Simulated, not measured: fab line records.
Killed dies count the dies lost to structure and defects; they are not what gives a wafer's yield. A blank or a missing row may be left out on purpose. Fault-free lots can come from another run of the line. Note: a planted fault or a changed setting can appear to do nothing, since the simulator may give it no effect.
Matching of chambers ; flow n5Finfet ; rieDiel-02 running N5_BEOL_M4_ETCH_63: 4 sister chambers
The step etches SiARC in CF4, target depth 15.6 nm, time 26 s. 4 wafers are shown with their chamber, then 8 later ones without.

EACH WAFER AND ITS CHAMBER
wafer;chamber;drypumpMotorCurrentA (A)
L084.1;3;5.2
L086.5;1;5.8
L089.1;2;6.6
L090.2;0;6.1

WAFERS WHOSE CHAMBER IS MISSING
wafer;drypumpMotorCurrentA (A)
L090.3;5.8
L090.5;5.8
L093.3;5.2
L093.5;5.8
L093.6;6.1
L096.2;6.2
L096.4;5.8
L096.5;5.2

CHAMBER TAKEN BY EACH
wafer;from the rows above;in truth
L090.3;1;1
L090.5;1;1
L093.3;3;3
L093.5;1;1
L093.6;0;0
L096.2;0;0
L096.4;1;1
L096.5;3;3
Placed correctly: 8 of 8. Can't be placed from these rows: 0. Number placed wrongly: 0.
How it was worked out, from the rows above alone: a wafer's distance from a chamber is the root of the sum, over the readings, of the square of ((its reading less the chamber's mean) divided by the reading's scatter). The wafer belongs to the nearest chamber; if the next one is less than 2 further off, it can't be placed. The mean given for a chamber averages the wafers shown for that chamber. The scatter: with one shown wafer a chamber, the root of the mean of the squares of how far each hidden wafer lies from its nearest shown one.
